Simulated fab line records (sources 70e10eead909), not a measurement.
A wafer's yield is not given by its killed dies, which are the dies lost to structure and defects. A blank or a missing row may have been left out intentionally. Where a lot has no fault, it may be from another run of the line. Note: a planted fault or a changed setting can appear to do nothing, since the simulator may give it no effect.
Which tool was responsible? + flow nandHarc + 24 lots with 72 wafers sampled at 4 steps, on a route of 1302 steps

WHAT EACH GAUGE READ, for each wafer
NHARC_A_CONTACT_CD_MEAS_80.
| lot  | measured     | on       | cdNm (nm)         |
|------|--------------|----------|-------------------|
| L075 | day 21 23:52 | cdSem-01 | 288.9 288.6 289.0 |
| L074 | day 22 03:04 | cdSem-03 | 289.2 288.9 290.2 |
| L076 | day 22 17:12 | cdSem-02 | 290.0 289.4 290.1 |
| L078 | day 23 18:13 | cdSem-01 | 290.1 290.8 290.8 |
| L077 | day 23 20:04 | cdSem-01 | 289.2 289.1 289.1 |
| L079 | day 24 07:55 | cdSem-01 | 288.3 288.7 288.3 |
| L081 | day 24 23:24 | cdSem-03 | 290.2 290.0 289.6 |
| L082 | day 25 14:34 | cdSem-03 | 289.6 289.3 289.6 |
| L080 | day 25 17:15 | cdSem-02 | 290.0 289.8 289.5 |
| L083 | day 25 22:39 | cdSem-02 | 288.9 289.4 289.7 |
| L084 | day 26 04:02 | cdSem-03 | 288.8 287.6 288.2 |
| L087 | day 26 18:03 | cdSem-02 | 290.4 290.4 290.3 |
| L086 | day 26 20:42 | cdSem-02 | 290.5 289.7 289.9 |
| L085 | day 27 03:54 | cdSem-01 | 289.8 290.0 289.1 |
| L090 | day 28 12:45 | cdSem-02 | 289.6 289.7 289.7 |
| L089 | day 28 14:08 | cdSem-02 | 289.0 288.6 289.2 |
| L091 | day 28 21:35 | cdSem-02 | 290.0 290.0 289.1 |
| L088 | day 29 01:32 | cdSem-02 | 288.9 289.4 288.9 |
| L094 | day 29 21:41 | cdSem-01 | 290.2 290.1 290.2 |
| L092 | day 29 22:24 | cdSem-02 | 289.4 289.3 288.3 |
| L093 | day 30 21:59 | cdSem-01 | 289.2 288.9 288.9 |
| L096 | day 31 02:19 | cdSem-03 | 288.8 288.4 289.0 |
| L095 | day 31 08:14 | cdSem-02 | 288.9 289.1 289.3 |
| L097 | day 31 14:40 | cdSem-02 | 290.7 290.8 290.3 |

NHARC_A_CONTACT_CD_MEAS_15.
| lot  | measured     | on       | cdNm (nm)         |
|------|--------------|----------|-------------------|
| L075 | day 22 08:20 | cdSem-03 | 189.6 189.9 190.3 |
| L074 | day 22 10:03 | cdSem-03 | 188.8 189.7 189.1 |
| L076 | day 23 00:00 | cdSem-02 | 190.8 190.1 190.4 |
| L078 | day 24 01:30 | cdSem-02 | 189.3 188.7 188.8 |
| L077 | day 24 03:04 | cdSem-03 | 188.5 188.8 189.5 |
| L079 | day 24 18:22 | cdSem-03 | 188.8 190.0 188.7 |
| L081 | day 25 10:29 | cdSem-02 | 189.1 189.1 189.4 |
| L082 | day 25 21:42 | cdSem-01 | 191.4 190.3 190.8 |
| L080 | day 26 01:14 | cdSem-01 | 190.1 189.7 189.7 |
| L083 | day 26 06:26 | cdSem-01 | 190.5 189.8 190.2 |
| L084 | day 26 13:40 | cdSem-02 | 189.3 190.5 189.6 |
| L087 | day 27 04:49 | cdSem-01 | 189.6 189.6 189.0 |
| L086 | day 27 04:49 | cdSem-03 | 190.6 189.8 189.2 |
| L085 | day 27 10:43 | cdSem-01 | 190.1 189.9 189.4 |
| L090 | day 28 19:34 | cdSem-02 | 190.5 190.1 190.6 |
| L089 | day 28 20:59 | cdSem-02 | 189.9 189.8 189.7 |
| L091 | day 29 06:43 | cdSem-02 | 189.2 189.5 189.7 |
| L088 | day 29 12:30 | cdSem-02 | 190.7 190.2 191.1 |
| L094 | day 30 04:20 | cdSem-03 | 190.3 190.1 189.5 |
| L092 | day 30 06:11 | cdSem-01 | 189.0 189.8 190.4 |
| L093 | day 31 08:50 | cdSem-02 | 189.9 189.8 189.8 |
| L096 | day 31 10:43 | cdSem-03 | 190.1 189.7 190.1 |
| L095 | day 31 15:59 | cdSem-01 | 189.0 189.4 189.0 |
| L097 | day 32 02:09 | cdSem-01 | 190.2 189.8 189.4 |

EACH LOT AND THE TOOL THAT RAN IT (in order: tool; ch and the chambers of the sampled wafers; start)
| lot  | NHARC_A_CONTACT_ETCH_125           | NHARC_A_CONTACT_ETCH_31                      |
|------|------------------------------------|----------------------------------------------|
| L075 | harCapEtch-03 ch 0,1, day 21 21:29 | rieDiel-05 ch 0,3, day 22 08:20 or earlier   |
| L074 | harCapEtch-02 ch 0,1, day 22 00:38 | rieDiel-01 ch 1,2,3, day 22 10:03 or earlier |
| L076 | harCapEtch-01 ch 0,1, day 22 14:48 | rieDiel-01 ch 0,1,3, day 23 00:00 or earlier |
| L078 | harCapEtch-02 ch 0,1, day 23 15:41 | rieDiel-01 ch 1,3, day 24 01:30 or earlier   |
| L077 | harCapEtch-03 ch 0,1, day 23 17:38 | rieDiel-05 ch 0,1, day 24 03:04 or earlier   |
| L079 | harCapEtch-01 ch 0,1, day 24 05:33 | rieDiel-01 ch 0,3, day 24 18:22 or earlier   |
| L081 | harCapEtch-01 ch 0,1, day 24 20:22 | rieDiel-01 ch 1,2,3, day 25 10:29 or earlier |
| L082 | harCapEtch-03 ch 0,1, day 25 11:35 | rieDiel-11 ch 1,2,3, day 25 21:42 or earlier |
| L080 | harCapEtch-02 ch 0,1, day 25 14:53 | rieDiel-01 ch 1,2,3, day 26 01:14 or earlier |
| L083 | harCapEtch-03 ch 0,1, day 25 19:40 | rieDiel-11 ch 0,1,2, day 26 06:26 or earlier |
| L084 | harCapEtch-02 ch 0,1, day 26 01:36 | rieDiel-11 ch 1,2,3, day 26 13:40 or earlier |
| L087 | harCapEtch-01 ch 0,1, day 26 15:01 | rieDiel-01 ch 1,3, day 27 04:49 or earlier   |
| L086 | harCapEtch-03 ch 0,1, day 26 18:17 | rieDiel-05 ch 1,3, day 27 04:49 or earlier   |
| L085 | harCapEtch-02 ch 0,1, day 27 01:30 | rieDiel-01 ch 0,1,2, day 27 10:43 or earlier |
| L090 | harCapEtch-03 ch 1, day 28 10:20   | rieDiel-05 ch 0,3, day 28 19:34 or earlier   |
| L089 | harCapEtch-01 ch 0,1, day 28 11:11 | rieDiel-11 ch 0,3, day 28 20:59 or earlier   |
| L091 | harCapEtch-01 ch 0,1, day 28 18:33 | rieDiel-01 ch 0,1,2, day 29 06:43 or earlier |
| L088 | harCapEtch-03 ch 1, day 28 23:08   | rieDiel-01 ch 0,2,3, day 29 12:30 or earlier |
| L094 | harCapEtch-01 ch 0,1, day 29 19:16 | rieDiel-01 ch 0,1, day 30 04:20 or earlier   |
| L092 | harCapEtch-02 ch 0,1, day 29 19:59 | rieDiel-01 ch 0,1, day 30 06:11 or earlier   |
| L093 | harCapEtch-02 ch 0,1, day 30 19:35 | rieDiel-01 ch 0,1, day 31 08:50 or earlier   |
| L096 | harCapEtch-03 ch 0,1, day 30 23:53 | rieDiel-01 ch 0,1, day 31 10:43 or earlier   |
| L095 | harCapEtch-02 ch 0,1, day 31 05:42 | rieDiel-01 ch 0,1, day 31 15:59 or earlier   |
| L097 | harCapEtch-02 ch 0,1, day 31 12:13 | rieDiel-11 ch 0,1,3, day 32 02:09 or earlier |
- NHARC_A_CONTACT_ETCH_125: etches the open film in C4F8/O2/Ar, time 197 s, target depth 1918 nm.
- NHARC_A_CONTACT_ETCH_31: etches the open film in O2/COS, target depth 2800 nm, time 728 s.

WHAT THE TOOLS THEMSELVES READ (means of the sampled wafers that have a number; where no wafer has one, the mark that the record gives instead)
NHARC_A_CONTACT_ETCH_31.
| lot  | tool       | drypumpMotorCurrentA (A) | oesProductAu (a.u.) | rfFwdPowerW (W) | rfVppV (V) | showerheadPlenumPTorr (Torr) | throttleValvePct (%) |
|------|------------|--------------------------|---------------------|-----------------|------------|------------------------------|----------------------|
| L075 | rieDiel-05 | 6.1                      | 0.996               | 499.7           | 310.9      | 2.93                         | 28.323               |
| L074 | rieDiel-01 | 5.4                      | 1.005               | 500.1           | 315.4      | 3.16                         | 28.331               |
| L076 | rieDiel-01 | 5.8                      | 1.006               | 500.6           | 312.9      | 3.10                         | 28.325               |
| L078 | rieDiel-01 | 5.8                      | 1.004               | 498.7           | 313.8      | 3.11                         | 28.340               |
| L077 | rieDiel-05 | 6.2                      | 1.000               | 498.1           | 311.5      | 2.94                         | 28.333               |
| L079 | rieDiel-01 | 6.2                      | 1.008               | 498.8           | 312.8      | 2.97                         | 28.330               |
| L081 | rieDiel-01 | 5.4                      | 1.007               | 498.9           | 314.7      | 3.16                         | 28.331               |
| L082 | rieDiel-11 | 5.6                      | 0.999               | 497.5           | 313.0      | 3.07                         | 28.330               |
| L080 | rieDiel-01 | 5.4                      | 1.017               | 499.4           | 313.8      | 3.16                         | 28.325               |
| L083 | rieDiel-11 | 5.9                      | 0.985               | 498.3           | 313.0      | 2.98                         | 28.331               |
| L084 | rieDiel-11 | 5.6                      | 0.996               | 501.2           | 312.5      | 3.07                         | 28.327               |
| L087 | rieDiel-01 | 5.4                      | 1.009               | 501.5           | 315.3      | 3.23                         | 28.329               |
| L086 | rieDiel-05 | 5.6                      | 1.006               | 500.2           | 312.6      | 2.93                         | 28.332               |
| L085 | rieDiel-01 | 5.3                      | 1.013               | 499.3           | 313.2      | 3.14                         | 28.336               |
| L090 | rieDiel-05 | 6.4                      | 0.998               | 499.6           | 310.7      | 2.91                         | 28.327               |
| L089 | rieDiel-11 | 5.7                      | 1.012               | 497.1           | 314.9      | 3.21                         | 28.331               |
| L091 | rieDiel-01 | 5.3                      | 1.016               | 499.3           | 314.4      | 3.14                         | 28.332               |
| L088 | rieDiel-01 | 5.7                      | 1.018               | 499.6           | 313.3      | 3.02                         | 28.320               |
| L094 | rieDiel-01 | 5.3                      | 1.017               | 500.5           | 315.3      | 3.22                         | 28.337               |
| L092 | rieDiel-01 | 5.3                      | 1.011               | 499.3           | 315.4      | 3.21                         | 28.339               |
| L093 | rieDiel-01 | 5.3                      | 1.010               | 498.8           | 315.4      | 3.21                         | 28.326               |
| L096 | rieDiel-01 | 5.7                      | 1.006               | 497.3           | 313.6      | 3.08                         | 28.329               |
| L095 | rieDiel-01 | 5.3                      | 1.015               | 501.8           | 314.9      | 3.21                         | 28.322               |
| L097 | rieDiel-11 | 5.8                      | 1.004               | 498.7           | 313.9      | 3.10                         | 28.338               |

THE ANSWER, worked out from the rows above alone
Rule: what is usual is taken from the lots themselves. Put in order of their means at a reading, lots are off if they are a third of the lots or fewer, leave a main group of 4 or more, and stand apart from it by a gap of 3 or more times the standard deviation of the main group's means; of several such gaps the widest counts. The tables above print the reading to a certain number of digits; a main group whose means all agree to those digits is not used. A lot without any number at a reading at which 4 lots or more have one is off too. The other lots that the step has rows for count as sound. After the gauges, taken in route order, come the tools' own readings; for these a lot's mean is taken, as printed above. At the first step where some lot is off, the reading lying furthest off is the one used; lots without a number count as furthest.
None of the lots is off at any reading shown; this tells nothing.

WHAT THE SIMULATOR HAD PUT IN
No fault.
